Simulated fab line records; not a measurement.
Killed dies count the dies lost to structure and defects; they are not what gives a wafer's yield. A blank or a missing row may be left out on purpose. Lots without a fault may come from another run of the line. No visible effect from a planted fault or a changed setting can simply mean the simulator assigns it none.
Matching of chambers ; flow n5-finfet ; N5_BEOL_M2_ALD_98 on ald-sin-04: 4 sister chambers
The step deposits SiO2, target thk 2.5 nm, pulse time 1 s, co reactant pulse time 1 s. 4 wafers are shown with their chamber, then 7 later ones without.

WAFERS WITH THEIR CHAMBER
wafer;chamber;heater-power-w (W)
L452.2;3;77
L454.4;2;65
L455.1;0;85
L455.3;1;77

WAFERS WHOSE CHAMBER IS MISSING
wafer;heater-power-w (W)
L455.5;77
L457.1;78
L457.2;66
L457.5;79
L459.1;64
L459.2;78
L459.3;84

THE CHAMBER EACH PASSED THROUGH
wafer;from the rows above;in truth
L455.5;can't be placed: 1 or 3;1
L457.1;can't be placed: 1 or 3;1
L457.2;2;2
L457.5;can't be placed: 1 or 3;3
L459.1;2;2
L459.2;can't be placed: 1 or 3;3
L459.3;0;0
Correct placement for 3 of the 7. From these rows, 4 cannot be placed; in 4 the true chamber is one of the candidates. Placed wrongly: 0.
How it was worked out, from the rows above alone: a wafer's distance from a chamber is the root of the sum, over the readings, of the square of ((its reading less the chamber's mean) divided by the reading's scatter). The wafer belongs to the nearest chamber; if the next one is less than 2 further off, it can't be placed. For every chamber, the mean is computed from those of its wafers that are shown. The scatter: root of mean squared gap, hidden wafer to nearest shown wafer, with one shown wafer a chamber.
